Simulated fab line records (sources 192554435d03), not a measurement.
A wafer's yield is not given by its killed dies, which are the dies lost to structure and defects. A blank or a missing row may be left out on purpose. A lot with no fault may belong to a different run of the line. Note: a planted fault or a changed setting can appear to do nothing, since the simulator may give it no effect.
fab line records    flow n5Finfet
record: lots: 7  wafers: 21
route steps=1938 shown MOL_CONTACT_COAG@523 BEOL_M0_SAQP@638 BEOL_M2@841
startH: start of the lot's first displayed wafer, in hours after the record's first day    waitH: how many hours have passed since the lot's step before this one    " same as the row above    L1.1+2: a row that stands for several wafers    - no value, or no start was given    * or withheld: withheld    < > ~ a bound
route shown NAME@n: names a module that has steps shown in the file, with the first one's number in the route    usual: the fault-free wafers' mean and standard deviation    same: alike in all rows    chamber/n: place in a boat    sites: per-site readings    _std_site: the values' standard deviation    _edge_site: the outer-site mean with the inner-site mean subtracted    radiusMm: how far each site lies from the wafer's centre    mask NAME#n: copy n    behind: tool/chamber where the wafer was last shaped    hold: reason for holding the lot/hours on hold/outcome of the hold    device: whichever transistor did not switch (one of n, p or np)    end of line: the route-end tests of the same wafers    step lacking rows: just its recipe    killed: count of dies lost to structure and defects at first sort (not the wafer's yield)    map: a wafer's dies, x killed, . not, _ none there
set.NAME: the setting the step ran with; set.NAME@STEP: the setting that earlier step ran with    model.NAME: the simulator's own value behind a step, which no gauge read
one table per step and one row per wafer, for lots whose settings were changed on purpose
== steps ==
step: N5_MOL_CONTACT_COAG_EXPOSE_05
recipe: maskId: CA  na: 0.33  sourceShape: annular  sigmaInner: 0.4  sigmaOuter: 0.8  polarization: unpolarized  defocusNm: 0  doseMj: 38.25
lot.wafer   tool           chamber  startH  waitH  mask  set.doseMj
L074.4+6    euvScanner-02  0        88.88   -      CA#0  35.39
L074.5      "              0        "       "      CA#0  38.25
L075.2+6    euvScanner-01  0        95.73   -      CA#0  38.25
L075.4      "              0        "       "      CA#0  35.44
L078.2      euvScanner-02  0        114.66  -      CA#0  37.46
L078.3+5    "              0        "       "      CA#0  38.25
L080.4      euvScanner-01  0        123.98  -      CA#0  40.41
L080.5+6    "              0        "       "      CA#0  38.25
L083.2+3+4  euvScanner-02  0        143.35  -      CA#0  38.25
L085.2+3+4  euvScanner-01  0        156.34  -      CA#0  38.25
L086.3+5+6  euvScanner-01  0        163.80  -      CA#0  38.25
step: N5_MOL_CONTACT_COAG_PEB_06
recipe: pebTempC: 100  pebTimeS: 60  resist: CAR-EUV
step: N5_MOL_CONTACT_COAG_DEVELOP_07
recipe: developTimeS: 30  developer: TMAH  resist: CAR-EUV  rinseLiquid: surfactantRinse  dry: airSpin  devTempC: 23
step: N5_MOL_CONTACT_COAG_CD_MEAS_08
recipe: targetCdNm: 28  landingEnergyEv: 500  detector: seInlens  polarity: opening
usual: cdNm: 27.9/0.31
lot.wafer  tool      chamber  startH  waitH  set.doseMj@MOL_CONTACT_COAG_EXPOSE_05  cdNm
L074.4     cdSem-02  0        88.99   -      35.39                                  26.1
L074.5     "         0        "       "      38.25                                  28.3
L074.6     "         0        "       "      35.39                                  26.5
L075.2     cdSem-02  0        95.85   -      38.25                                  27.8
L075.4     "         0        "       "      35.44                                  25.8
L075.6     "         0        "       "      38.25                                  28.1
L078.2     cdSem-03  0        114.78  -      37.46                                  26.7
L078.3     "         0        "       "      38.25                                  27.4
L078.5     "         0        "       "      38.25                                  27.8
L080.4     cdSem-03  0        124.10  -      40.41                                  29.3
L080.5     "         0        "       "      38.25                                  28.4
L080.6     "         0        "       "      38.25                                  28.0
L083.2     cdSem-03  0        143.48  -      38.25                                  27.7
L083.3     "         0        "       "      38.25                                  27.8
L083.4     "         0        "       "      38.25                                  27.7
L085.2     cdSem-03  0        156.46  -      38.25                                  27.6
L085.3     "         0        "       "      38.25                                  27.8
L085.4     "         0        "       "      38.25                                  27.8
L086.3     cdSem-01  0        163.92  -      38.25                                  28.1
L086.5     "         0        "       "      38.25                                  27.9
L086.6     "         0        "       "      38.25                                  28.1
step: N5_MOL_CONTACT_COAG_DESCUM_13
recipe: chemistry: O2  timeS: 7  sourcePowerW: 50  biasPowerW: 20  pressureMtorr: 20  rfFrequencyHz: 2.712e+07  tempC: 40  resist: CAR-EUV  o2FlowSccm: 225
step: N5_MOL_CONTACT_COAG_ETCH_59
recipe: chemistry: N2/H2  target: underlayer  targetDepthA: 130  maskMaterial: CAR-EUV  timeS: 10.4  ionEnergyEv: 200  pressureMtorr: 30  sourceW: 840  biasW: 150  n2FlowSccm: 200  h2FlowSccm: 200  ends: cleared
lot.wafer  tool        chamber  startH  waitH  set.doseMj@MOL_CONTACT_COAG_EXPOSE_05  model.MOL_CONTACT_COAG.cdOffsetNm
L074.4     rieDiel-02  2        89.14   0.0    35.39                                  -2
L074.5     "           3        "       "      38.25                                  0.4
L074.6     "           0        "       "      35.39                                  -1.8
L075.2     rieDiel-02  3        96.13   0.0    38.25                                  0.2
L075.4     "           2        "       "      35.44                                  -1.8
L075.6     "           0        "       "      38.25                                  -0.2
L078.2     rieDiel-06  2        114.94  0.0    37.46                                  -1.2
L078.3+5   "           1        "       "      38.25                                  -0.2
L080.4     rieDiel-06  0        124.80  0.0    40.41                                  1.2
L080.5+6   "           1,2      "       "      38.25                                  0.4
L083.2     rieDiel-04  2        143.79  0.0    38.25                                  -0.2
L083.3+4   "           1,0      "       "      38.25                                  0
L085.2     rieDiel-06  1        156.63  0.0    38.25                                  -0.6
L085.3     "           2        "       "      38.25                                  0
L085.4     "           0        "       "      38.25                                  -0.4
L086.3     rieDiel-04  2        164.36  0.0    38.25                                  -0.2
L086.5     "           2        "       "      38.25                                  0.2
L086.6     "           1        "       "      38.25                                  0
step: N5_MOL_CONTACT_COAG_ETCH_105
recipe: chemistry: CF4  target: SiARC  targetDepthA: 156  maskMaterial: CAR-EUV  timeS: 26  ionEnergyEv: 80  pressureMtorr: 40  sourceW: 545  biasW: 36  Ar_flow_sccm: 100  cf4FlowSccm: 100  ends: cleared
lot.wafer  tool        chamber  startH  waitH  set.doseMj@MOL_CONTACT_COAG_EXPOSE_05  model.MOL_CONTACT_COAG.cdOffsetNm
L074.4     rieDiel-02  2        89.16   0.0    35.39                                  -2
L074.5     "           3        "       "      38.25                                  0.4
L074.6     "           0        "       "      35.39                                  -1.8
L075.2     rieDiel-02  3        96.15   0.0    38.25                                  0.2
L075.4     "           2        "       "      35.44                                  -1.8
L075.6     "           0        "       "      38.25                                  0
L078.2     rieDiel-06  2        114.96  0.0    37.46                                  -1.2
L078.3+5   "           1        "       "      38.25                                  -0.4
L080.4     rieDiel-06  0        124.82  0.0    40.41                                  1.2
L080.5     "           1        "       "      38.25                                  0.2
L080.6     "           2        "       "      38.25                                  0
L083.2+4   rieDiel-04  2,0      143.80  0.0    38.25                                  0
L083.3     "           1        "       "      38.25                                  -0.2
L085.2     rieDiel-06  1        156.65  0.0    38.25                                  -0.8
L085.3     "           2        "       "      38.25                                  -0.4
L085.4     "           0        "       "      38.25                                  -0.6
L086.3+6   rieDiel-04  2,1      164.38  0.0    38.25                                  0
L086.5     "           2        "       "      38.25                                  0.4
step: N5_MOL_CONTACT_COAG_ETCH_106
recipe: chemistry: N2/H2  target: SOC  targetDepthA: 800  overetchA: 160  maskMaterial: SiARC  tempC: 40  timeS: 120  ionEnergyEv: 200  pressureMtorr: 30  sourceW: 840  biasW: 150  n2FlowSccm: 200  h2FlowSccm: 200
lot.wafer  tool        chamber  startH  waitH  set.doseMj@MOL_CONTACT_COAG_EXPOSE_05  model.MOL_CONTACT_COAG.cdOffsetNm
L074.4     rieDiel-02  2        89.19   0.0    35.39                                  -2
L074.5     "           3        "       "      38.25                                  0.2
L074.6     "           0        "       "      35.39                                  -1.6
L075.2     rieDiel-02  3        96.18   0.0    38.25                                  -0.4
L075.4     "           2        "       "      35.44                                  -1.8
L075.6     "           0        "       "      38.25                                  0
L078.2     rieDiel-06  2        114.99  0.0    37.46                                  -1
L078.3+5   "           1        "       "      38.25                                  -0.4
L080.4     rieDiel-06  0        124.88  0.0    40.41                                  1
L080.5     "           1        "       "      38.25                                  0
L080.6     "           2        "       "      38.25                                  0.2
L083.2     rieDiel-04  2        143.83  0.0    38.25                                  0
L083.3+4   "           1,0      "       "      38.25                                  -0.4
L085.2     rieDiel-06  1        156.68  0.0    38.25                                  -0.8
L085.3     "           2        "       "      38.25                                  -0.2
L085.4     "           0        "       "      38.25                                  -0.6
L086.3+6   rieDiel-04  2,1      164.41  0.0    38.25                                  -0.2
L086.5     "           2        "       "      38.25                                  0.4
step: N5_MOL_CONTACT_COAG_STRIP_107
recipe: chemistry: N2/H2  tempC: 40  n2FlowSccm: 200  h2FlowSccm: 200  rfFrequencyHz: 6e+07
step: N5_MOL_CONTACT_COAG_STRIP_108
recipe: chemistry: N2/H2  tempC: 40  n2FlowSccm: 200  h2FlowSccm: 200  rfFrequencyHz: 6e+07
step: N5_MOL_CONTACT_COAG_CONTACT_ETCH_14
recipe: chemistry: C4F6/O2  target: SiO2  targetDepthA: 275  overetchA: 85  maskMaterial: SOC  pressureMtorr: 30  sourceW: 370  biasW: 185  Ar_flow_sccm: 300  C4F6_flow_sccm: 16  O2_flow_sccm: 10  timeS: 20  ionEnergyEv: 259.6
lot.wafer  tool        chamber  startH  waitH  set.doseMj@MOL_CONTACT_COAG_EXPOSE_05  model.MOL_CONTACT_COAG.cdOffsetNm
L074.4     rieDiel-02  2        89.29   0.0    35.39                                  -2
L074.5     "           3        "       "      38.25                                  0
L074.6     "           0        "       "      35.39                                  -1.4
L075.2     rieDiel-02  3        96.28   0.0    38.25                                  -0.6
L075.4     "           2        "       "      35.44                                  -2
L075.6     "           0        "       "      38.25                                  0.2
L078.2     rieDiel-06  2        115.09  0.0    37.46                                  -1
L078.3+5   "           1        "       "      38.25                                  -0.4
L080.4     rieDiel-06  0        124.95  0.0    40.41                                  1
L080.5     "           1        "       "      38.25                                  0
L080.6     "           2        "       "      38.25                                  0.2
L083.2     rieDiel-04  2        143.93  0.0    38.25                                  -0.2
L083.3+4   "           1,0      "       "      38.25                                  -0.4
L085.2     rieDiel-06  1        156.78  0.0    38.25                                  -1
L085.3     "           2        "       "      38.25                                  -0.2
L085.4     "           0        "       "      38.25                                  -0.8
L086.3+6   rieDiel-04  2,1      164.51  0.0    38.25                                  -0.2
L086.5     "           2        "       "      38.25                                  0.2
step: N5_MOL_CONTACT_COAG_STRIP_109
recipe: chemistry: C4F6/O2  resist: SiARC  rfFrequencyHz: 6e+07
step: N5_MOL_CONTACT_COAG_ETCH_15
recipe: chemistry: CH3F/O2  target: SiNx  targetDepthA: 70  maskMaterial: SOC  stopOn: Si:P  overEtchFrac: 0.75  ionEnergyEv: 120  pressureMtorr: 30  sourceW: 395  biasW: 73  Ar_flow_sccm: 150  CH3F_flow_sccm: 30  O2_flow_sccm: 20
lot.wafer  tool        chamber  startH  waitH  set.doseMj@MOL_CONTACT_COAG_EXPOSE_05  model.MOL_CONTACT_COAG.cdOffsetNm
L074.4     rieDiel-02  2        89.33   0.0    35.39                                  -2
L074.5     "           3        "       "      38.25                                  0
L074.6     "           0        "       "      35.39                                  -1.4
L075.2     rieDiel-02  3        96.31   0.0    38.25                                  -0.6
L075.4     "           2        "       "      35.44                                  -2
L075.6     "           0        "       "      38.25                                  0
L078.2     rieDiel-06  2        115.12  0.0    37.46                                  -1
L078.3     "           1        "       "      38.25                                  -0.4
L078.5     "           1        "       "      38.25                                  -0.6
L080.4     rieDiel-06  0        125.00  0.0    40.41                                  1
L080.5     "           1        "       "      38.25                                  0
L080.6     "           2        "       "      38.25                                  0.4
L083.2+3   rieDiel-04  2,1      143.97  0.0    38.25                                  -0.4
L083.4     "           0        "       "      38.25                                  -0.6
L085.2     rieDiel-06  1        156.81  0.0    38.25                                  -1
L085.3     "           2        "       "      38.25                                  0
L085.4     "           0        "       "      38.25                                  -0.8
L086.3+6   rieDiel-04  2,1      164.54  0.0    38.25                                  -0.2
L086.5     "           2        "       "      38.25                                  0.2
step: N5_MOL_CONTACT_COAG_ALD_131
recipe: material: SiO2  targetThkA: 50  tempC: 100  aldPrecursorFamily: BDEAS  aldCoReactant: O2-plasma  pulseTimeS: 1  coReactantPulseTimeS: 1  purgeTimeS: 2  coReactantPurgeTimeS: 2  aldCycles: 35  pressureTorr: 2
lot.wafer   tool       chamber  startH  waitH  set.aldCycles  model.SiO2_of_MOL_CONTACT_COAG_ALD_131.thkNm
L074.4      aldSin-02  2        100.29  0.0    35             5
L074.5+6    "          1,2      "       "      39             5.6
L075.2+4+6  aldSin-04  0,1,1    105.81  0.1    35             5
L078.2+3+5  aldSin-04  3,2,1    124.13  0.1    35             5
L080.4+6    aldSin-02  3,1      135.80  0.1    35             5
L080.5      "          0        "       "      38             5.4
L083.2+3+4  aldSin-03  3,0,1    155.42  0.1    35             5
L085.2+3+4  aldSin-03  1,0,2    166.80  0.1    35             5
L086.3      aldSin-02  3        175.84  0.1    30             4.4
L086.5+6    "          1,2      "       "      35             5
step: N5_BEOL_M0_SAQP_PECVD_04
recipe: material: a-Si  targetThkA: 600  tempC: 350  precursor: SiH4/He  pressureTorr: 3  rfW: 100  timeS: 60.2
lot.wafer  tool      chamber  startH  waitH  set.timeS  model.a-Si_of_BEOL_M0_SAQP_PECVD_04.thkNm
L074.4     pecvd-03  1        109.19  0.0    55.57      56.2
L074.5     "         2        "       "      60.2       59.8
L074.6     "         0        "       "      55.57      55.8
L075.2     pecvd-04  2        115.80  0.0    60.2       59
L075.4+6   "         1,0      "       "      60.2       61.2
L078.2     pecvd-02  0        131.64  0.0    60.2       59.8
L078.3     "         2        "       "      60.2       60.6
L078.5     "         1        "       "      60.2       60.8
L080.4     pecvd-04  1        143.41  0.0    60.2       60.8
L080.5     "         0        "       "      60.2       61.4
L080.6     "         2        "       "      55.24      54.8
L083.2     pecvd-04  1        162.81  0.0    56.01      56.4
L083.3     "         2        "       "      56.01      55.4
L083.4     "         2        "       "      60.2       60.6
L085.2     pecvd-04  2        174.55  0.0    60.2       59
L085.3     "         0        "       "      60.2       60.4
L085.4     "         2        "       "      60.2       59.2
L086.3     pecvd-04  0        185.49  0.0    60.2       59.6
L086.5     "         2        "       "      65.25      64
L086.6     "         1        "       "      65.25      64.2
step: N5_BEOL_M0_SAQP_THK_MEAS_05
usual: thkNm: 60.1/0.93
lot.wafer  tool          chamber  startH  waitH  set.timeS@BEOL_M0_SAQP_PECVD_04  thkNm
L074.4     filmMetro-02  -        109.25  0.0    55.57                            56.1
L074.5     "             -        "       "      60.2                             59.7
L074.6     "             -        "       "      55.57                            55.9
L075.2     filmMetro-02  -        115.90  0.1    60.2                             59.1
L075.4     "             -        "       "      60.2                             61.2
L075.6     "             -        "       "      60.2                             61.3
L078.2     filmMetro-02  -        131.73  0.1    60.2                             59.7
L078.3     "             -        "       "      60.2                             60.6
L078.5     "             -        "       "      60.2                             60.7
L080.4     filmMetro-01  -        143.48  0.0    60.2                             60.9
L080.5     "             -        "       "      60.2                             61.4
L080.6     "             -        "       "      55.24                            54.9
L083.2     filmMetro-01  -        162.90  0.1    56.01                            56.4
L083.3     "             -        "       "      56.01                            55.3
L083.4     "             -        "       "      60.2                             60.5
L085.2     filmMetro-01  -        174.65  0.1    60.2                             59.0
L085.3     "             -        "       "      60.2                             60.5
L085.4     "             -        "       "      60.2                             59.2
L086.3     filmMetro-01  -        185.59  0.1    60.2                             59.5
L086.5     "             -        "       "      65.25                            64.0
L086.6     "             -        "       "      65.25                            64.2
step: N5_BEOL_M0_SAQP_COAT_08
recipe: resist: CAR-ArF  spinRpm: 1500  resistThkNm: 90
lot.wafer  tool           chamber  startH  waitH  set.spinRpm  model.CAR-ArF_of_BEOL_M0_SAQP_COAT_08.thkNm
L074.4+6   lithoTrack-03  0        -       -      1500         89.4
L074.5     "              0        "       "      1415         92.2
L075.2+6   lithoTrack-02  0        -       -      1500         90.4
L075.4     "              0        "       "      1435         92.6
L078.2     lithoTrack-02  0        -       -      1444         91.8
L078.3+5   "              0        "       "      1500         90.2
L080.4     lithoTrack-01  0        -       -      1500         90.4
L080.5+6   "              0        "       "      1373         94.2
L083.2     lithoTrack-02  0        -       -      1373         94.2
L083.3     "              0        "       "      1500         89.8
L083.4     "              0        "       "      1373         94
L085.2     lithoTrack-01  0        -       -      1500         89.8
L085.3     "              0        "       "      1500         90
L085.4     "              0        "       "      1500         89.6
L086.3     lithoTrack-01  0        -       -      1500         89.8
L086.5     "              0        "       "      1425         92
L086.6     "              0        "       "      1425         92.2
step: N5_BEOL_M0_SAQP_EBR_10
recipe: solvent: PGMEA  ebrWidthMm: 1.5
step: N5_BEOL_M0_SAQP_SOFTBAKE_09
recipe: tempC: 110  timeS: 60  resist: CAR-ArF
step: N5_BEOL_M0_SAQP_EXPOSE_11
recipe: maskId: M0_CORE  na: 1.35  sourceShape: dipole  sigmaInner: 0.538  sigmaOuter: 0.738  polarization: te  targetCdNm: 42  doseMj: 55
step: N5_BEOL_M0_SAQP_PEB_12
recipe: pebTempC: withheld  pebTimeS: 60  resist: CAR-ArF
step: N5_BEOL_M0_SAQP_DEVELOP_13
recipe: developTimeS: 30  developer: TMAH  resist: CAR-ArF  devTempC: 23  rinseLiquid: diw  dry: airSpin
lot.wafer  tool           chamber  startH  waitH  set.spinRpm@BEOL_M0_SAQP_COAT_08  model.CAR-ArF_of_BEOL_M0_SAQP_COAT_08.thkNm
L074.4+6   lithoTrack-02  0        -       -      1500                              87.8
L074.5     "              0        "       "      1415                              90.4
L075.2     lithoTrack-01  0        -       -      1500                              88.8
L075.4     "              0        "       "      1435                              90.8
L075.6     "              0        "       "      1500                              88.6
L078.2     lithoTrack-02  0        -       -      1444                              90
L078.3     "              0        "       "      1500                              88.6
L078.5     "              0        "       "      1500                              88.4
L080.4     lithoTrack-02  0        -       -      1500                              88.8
L080.5     "              0        "       "      1373                              92.6
L080.6     "              0        "       "      1373                              92.4
L083.2     lithoTrack-02  0        -       -      1373                              92.6
L083.3     "              0        "       "      1500                              88
L083.4     "              0        "       "      1373                              92.2
L085.2     lithoTrack-01  0        -       -      1500                              88
L085.3     "              0        "       "      1500                              88.4
L085.4     "              0        "       "      1500                              87.8
L086.3     lithoTrack-01  0        -       -      1500                              88
L086.5+6   "              0        "       "      1425                              90.4
step: N5_BEOL_M0_SAQP_ETCH_84
recipe: chemistry: N2/H2  target: SOC  targetDepthA: 1000  overetchA: 200  maskMaterial: SiARC  tempC: 40  timeS: 150  ionEnergyEv: 200  pressureMtorr: 30  sourceW: 840  biasW: 150  n2FlowSccm: 200  h2FlowSccm: 200
step: N5_BEOL_M0_SAQP_STRIP_80
recipe: chemistry: N2/H2  tempC: 40  n2FlowSccm: 200  h2FlowSccm: 200  rfFrequencyHz: 6e+07
step: N5_BEOL_M0_SAQP_HM_OPEN_112
recipe: chemistry: CHF3/O2  target: SiO2  stopOn: a-Si  targetDepthA: 120  overEtchFrac: 1.25  maskMaterial: SOC  timeS: 13.5  pressureMtorr: 30  sourceW: 650  biasW: 170  Ar_flow_sccm: 200  CHF3_flow_sccm: 50  O2_flow_sccm: 5  ionEnergyEv: 200  ends: endPoint
lot.wafer  tool        chamber  startH  waitH  set.timeS@BEOL_M0_SAQP_PECVD_04  model.a-Si_of_BEOL_M0_SAQP_PECVD_04.thkNm
L074.4     rieDiel-01  1        110.04  0.0    55.57                            56.2
L074.5     "           2        "       "      60.2                             59.8
L074.6     "           3        "       "      55.57                            55.8
L075.2     rieDiel-03  3        116.95  0.0    60.2                             59
L075.4+6   "           0,1      "       "      60.2                             61.2
L078.2     rieDiel-03  2        132.69  0.0    60.2                             59.8
L078.3     "           3        "       "      60.2                             60.6
L078.5     "           1        "       "      60.2                             60.8
L080.4     rieDiel-05  3        144.15  0.0    60.2                             60.8
L080.5     "           1        "       "      60.2                             61.4
L080.6     "           0        "       "      55.24                            54.8
L083.2     rieDiel-01  2        163.70  0.0    56.01                            56.4
L083.3     "           1        "       "      56.01                            55.4
L083.4     "           0        "       "      60.2                             60.4
L085.2     rieDiel-05  1        175.77  0.0    60.2                             59
L085.3     "           3        "       "      60.2                             60.4
L085.4     "           0        "       "      60.2                             59.2
L086.3     rieDiel-03  2        186.50  0.0    60.2                             59.6
L086.5     "           0        "       "      65.25                            64
L086.6     "           1        "       "      65.25                            64.2
step: N5_BEOL_M0_SAQP_STRIP_113
recipe: chemistry: CHF3/O2  resist: SiARC  rfFrequencyHz: 6e+07
step: N5_BEOL_M0_SAQP_MANDREL_ETCH_20
recipe: targetDepthA: 600  chemistry: HBr/Cl2  target: a-Si  stopOn: SiNx  btTimeS: 10  maskMaterial: SOC  overEtchFrac: 0.5  timeS: 30  pressureMtorr: 10  icpW: 800  biasW: 75  HBr_flow_sccm: 150  Cl2_flow_sccm: 80  ends: endPoint
lot.wafer  tool      chamber  startH  waitH  set.timeS@BEOL_M0_SAQP_PECVD_04  model.etch.depthNm
L074.4     rieSi-06  0        110.10  0.0    55.57                            56.16
L074.5     "         3        "       "      60.2                             59.75
L074.6     "         2        "       "      55.57                            55.85
L075.2     rieSi-06  0        117.03  0.0    60.2                             59.08
L075.4     "         3        "       "      60.2                             61.15
L075.6     "         1        "       "      60.2                             61.26
L078.2     rieSi-05  1        132.77  0.0    60.2                             59.76
L078.3     "         2        "       "      60.2                             60.56
L078.5     "         3        "       "      60.2                             60.73
L080.4     rieSi-05  2        144.24  0.0    60.2                             60.88
L080.5     "         1        "       "      60.2                             61.42
L080.6     "         2        "       "      55.24                            54.88
L083.2     rieSi-04  2        163.79  0.0    56.01                            56.41
L083.3     "         1        "       "      56.01                            55.35
L083.4     "         0        "       "      60.2                             60.4
L085.2     rieSi-05  2        175.85  0.0    60.2                             58.95
L085.3     "         3        "       "      60.2                             60.5
L085.4     "         1        "       "      60.2                             59.22
L086.3     rieSi-04  0        186.58  0.0    60.2                             59.53
L086.5     "         1        "       "      65.25                            63.92
L086.6     "         2        "       "      65.25                            64.25
step: N5_BEOL_M2_ILD_DEP_00
recipe: material: SiOC  targetThkA: 790  tempC: 350  precursor: DEMS/O2  pressureTorr: 5  rfW: 500  timeS: 15.3
lot.wafer  tool      chamber  startH  waitH  set.timeS  model.SiOC_of_BEOL_M2_ILD_DEP_00.thkNm
L074.4     pecvd-01  2        137.12  0.1    15.3       79.6
L074.5     "         1        "       "      16.05      83.2
L074.6     "         0        "       "      16.05      82.6
L075.2     pecvd-01  0        139.96  0.0    15.3       77.8
L075.4+6   "         2,0      "       "      15.3       78.8
L078.2     pecvd-02  0        159.98  0.0    15.3       78
L078.3     "         2        "       "      15.3       78.4
L078.5     "         0        "       "      15.3       79.2
L080.4     pecvd-02  1        172.00  0.1    13.17      67
L080.5     "         2        "       "      15.3       79.8
L080.6     "         0        "       "      15.3       78.6
L083.2     pecvd-03  1        185.41  0.0    15.3       77
L083.3     "         2        "       "      15.3       81.2
L083.4     "         0        "       "      16.16      85
L085.2     pecvd-02  1        205.05  0.0    15.3       76.8
L085.3+4   "         0,1      "       "      15.3       77.8
L086.3     pecvd-01  0        208.70  0.0    15.3       77.6
L086.5     "         0        "       "      15.3       78.2
L086.6     "         1        "       "      15.3       80.4
step: N5_BEOL_M2_THK_MEAS_01
recipe: reads: SiOC_of_BEOL_M2_ILD_DEP_00
usual: M2_ILD_THK: 79.1/1.3
lot.wafer  tool          chamber  startH  waitH  set.timeS@BEOL_M2_ILD_DEP_00  M2_ILD_THK[nm]
L074.4     filmMetro-02  -        137.17  0.0    15.3                          79.5
L074.5     "             -        "       "      16.05                         83.3
L074.6     "             -        "       "      16.05                         82.6
L075.2     filmMetro-02  -        140.04  0.1    15.3                          77.8
L075.4     "             -        "       "      15.3                          78.8
L075.6     "             -        "       "      15.3                          78.7
L078.2     filmMetro-01  -        160.05  0.1    15.3                          78.0
L078.3     "             -        "       "      15.3                          78.2
L078.5     "             -        "       "      15.3                          79.3
L080.4     filmMetro-02  -        172.05  0.0    13.17                         67.0
L080.5     "             -        "       "      15.3                          79.8
L080.6     "             -        "       "      15.3                          78.6
L083.2     filmMetro-02  -        185.48  0.1    15.3                          77.0
L083.3     "             -        "       "      15.3                          81.2
L083.4     "             -        "       "      16.16                         85.0
L085.2     filmMetro-02  -        205.12  0.1    15.3                          76.8
L085.3     "             -        "       "      15.3                          77.8
L085.4     "             -        "       "      15.3                          77.8
L086.3     filmMetro-02  -        208.77  0.1    15.3                          77.6
L086.5     "             -        "       "      15.3                          78.2
L086.6     "             -        "       "      15.3                          80.4
== key ==
split: step: N5_MOL_CONTACT_COAG_EXPOSE_05  setting: doseMj  stated: 38.25  by: wafer
response: step: N5_MOL_CONTACT_COAG_CD_MEAS_08  reading: cdNm  change: +0.265  per: 1%  r: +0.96
response: step: N5_MOL_CONTACT_COAG_ETCH_59  reading: model.MOL_CONTACT_COAG.cdOffsetNm  change: +0.253  per: 1%  r: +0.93
response: step: N5_MOL_CONTACT_COAG_ETCH_105  reading: model.MOL_CONTACT_COAG.cdOffsetNm  change: +0.267  per: 1%  r: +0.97
response: step: N5_MOL_CONTACT_COAG_ETCH_106  reading: model.MOL_CONTACT_COAG.cdOffsetNm  change: +0.226  per: 1%  r: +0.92
response: step: N5_MOL_CONTACT_COAG_CONTACT_ETCH_14  reading: model.MOL_CONTACT_COAG.cdOffsetNm  change: +0.221  per: 1%  r: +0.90
response: step: N5_MOL_CONTACT_COAG_ETCH_15  reading: model.MOL_CONTACT_COAG.cdOffsetNm  change: +0.211  per: 1%  r: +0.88
split: step: N5_MOL_CONTACT_COAG_ALD_131  setting: aldCycles  stated: 35  by: wafer
response: step: N5_MOL_CONTACT_COAG_ALD_131  reading: model.SiO2_of_MOL_CONTACT_COAG_ALD_131.thkNm  change: +0.0462  per: 1%  r: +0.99
split: step: N5_BEOL_M0_SAQP_PECVD_04  setting: timeS  stated: 60.2  by: wafer
response: step: N5_BEOL_M0_SAQP_PECVD_04  reading: model.a-Si_of_BEOL_M0_SAQP_PECVD_04.thkNm  change: +0.617  per: 1%  r: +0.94
response: step: N5_BEOL_M0_SAQP_THK_MEAS_05  reading: thkNm  change: *  per: 1%  r: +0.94
response: step: N5_BEOL_M0_SAQP_HM_OPEN_112  reading: model.a-Si_of_BEOL_M0_SAQP_PECVD_04.thkNm  change: +0.611  per: 1%  r: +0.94
response: step: N5_BEOL_M0_SAQP_MANDREL_ETCH_20  reading: model.etch.depthNm  change: +0.611  per: 1%  r: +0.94
split: step: N5_BEOL_M0_SAQP_COAT_08  setting: spinRpm  stated: 1500  by: wafer
response: step: N5_BEOL_M0_SAQP_COAT_08  reading: model.CAR-ArF_of_BEOL_M0_SAQP_COAT_08.thkNm  change: -0.478  per: 1%  r: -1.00
response: step: N5_BEOL_M0_SAQP_DEVELOP_13  reading: model.CAR-ArF_of_BEOL_M0_SAQP_COAT_08.thkNm  change: -0.472  per: 1%  r: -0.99
split: step: N5_BEOL_M2_ILD_DEP_00  setting: timeS  stated: 15.3  by: wafer
response: step: N5_BEOL_M2_ILD_DEP_00  reading: model.SiOC_of_BEOL_M2_ILD_DEP_00.thkNm  change: +0.879  per: 1%  r: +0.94
response: step: N5_BEOL_M2_THK_MEAS_01  reading: M2_ILD_THK  change: +0.878  per: 1%  r: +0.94
